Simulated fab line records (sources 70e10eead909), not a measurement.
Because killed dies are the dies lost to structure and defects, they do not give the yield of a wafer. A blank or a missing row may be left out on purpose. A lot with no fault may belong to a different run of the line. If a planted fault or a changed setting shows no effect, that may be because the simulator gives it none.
A struck lot beside a sound one | flow nandHarc | 13 steps out of a route of 1302
Sound: wafers L186.2, L186.3, L186.6. Struck: wafer L193.2 (L193.3, L193.6, from the same lot, were not struck and are left out); the cause is given at the end.
At each step with rows: each side's tool, then ch and its chambers, then its first start. Under that, the readings that differ: sound wafers | struck wafers | difference of the means | sigmas: that difference in standard deviations of wafers without a fault.
alike: readings with means less than 2 such deviations apart, plus words and numbers identical on both sides. not compared: withheld readings, readings lacking a value on some wafer, bounds such as >300 that could conceal the same value, and numbers that have no deviation in the record and whose values overlap.
The two part at a step that has a row with sigmas, a row that says differs or no value, or rows on one side only. Non-overlapping numbers with no deviation appear without sigmas and do not part them. Lack of a reading on every wafer of one side parts them only where that side has two or more wafers.

first, 6 steps without rows for these wafers: NHARC_A_STAIRCASE_SOFTBAKE_04 (time 170 s); NHARC_A_STAIRCASE_EBR_05; NHARC_A_STAIRCASE_EXPOSE_06 (exposes mask STAIR); NHARC_A_STAIRCASE_PEB_07 (peb time 130 s); NHARC_A_STAIRCASE_DEVELOP_08 (time 140 s); NHARC_A_STAIRCASE_HARDBAKE_10 (time 140 s).
NHARC_A_STAIRCASE_DESCUM_11: chemistry O2, time 3 s.
  sound on rieDiel-04 ch 0,3, day 18 15:42; struck on rieDiel-04 ch 2, day 22 02:30
  alike: chamberPressureMTorr, drypumpMotorCurrentA, oesProductAu, rfVppV, showerheadPlenumPTorr, throttleValvePct
  not compared: rfHoursCounterH
NHARC_A_STAIRCASE_TRIM_12: chemistry O2, time 211.2 s.
  sound on rieDiel-04 ch 0,3, day 18 15:51; struck on rieDiel-04 ch 3, day 22 02:38
  alike: chamberPressureMTorr, drypumpMotorCurrentA, oesProductAu, rfVppV, runLengthS, showerheadPlenumPTorr, throttleValvePct
  not compared: rfHoursCounterH
NHARC_A_STAIRCASE_ETCH_13: etches the open film in C4F8/O2, target depth 100 nm, time 40.5 s.
  sound on rieDiel-04 ch 2,3; struck on rieDiel-04 ch 2
reading                      | sound                | struck | difference | sigmas
chamberPressureMTorr (mTorr) | 25.023 25.009 25.065 | 24.975 | -0.057     | -2
  alike: oesProductAu, rfVppV
  not compared: rfHoursCounterH
NHARC_A_STAIRCASE_TRIM_14: chemistry O2, time 211.2 s.
  sound on rieDiel-04 ch 0,2,3; struck on rieDiel-04 ch 2
  alike: chamberPressureMTorr, drypumpMotorCurrentA, oesProductAu, rfVppV, runLengthS, showerheadPlenumPTorr, throttleValvePct
  not compared: rfHoursCounterH
then, 1 step without rows for these wafers: NHARC_A_STAIRCASE_ETCH_15 (etches the open film in C4F8/O2, target depth 100 nm, time 40.5 s).
NHARC_A_STAIRCASE_TRIM_16: chemistry O2, time 211.2 s.
  sound on rieDiel-04 ch 2,3, day 18 16:34; struck on rieDiel-04 ch 2, day 22 03:13
reading        | sound             | struck | difference | sigmas
runLengthS (s) | 232.4 233.3 233.1 | 176.0  | -56.9      | -99 or more
  alike: chamberPressureMTorr, drypumpMotorCurrentA, oesProductAu, rfVppV, showerheadPlenumPTorr, throttleValvePct
  not compared: rfHoursCounterH
NHARC_A_STAIRCASE_ETCH_17: etches the open film in C4F8/O2, target depth 100 nm, time 40.5 s.
  sound on rieDiel-04 ch 0,1; struck on rieDiel-04 ch 2
reading                      | sound                | struck | difference | sigmas
chamberPressureMTorr (mTorr) | 25.004 24.944 24.980 | 25.018 | +0.042     | +2
  alike: oesProductAu, rfVppV
  not compared: rfHoursCounterH

== WHERE THEY PART ==
At NHARC_A_STAIRCASE_ETCH_13 first; at NHARC_A_STAIRCASE_ETCH_17 last (within this record only).

WHY: what had been put in by the simulator
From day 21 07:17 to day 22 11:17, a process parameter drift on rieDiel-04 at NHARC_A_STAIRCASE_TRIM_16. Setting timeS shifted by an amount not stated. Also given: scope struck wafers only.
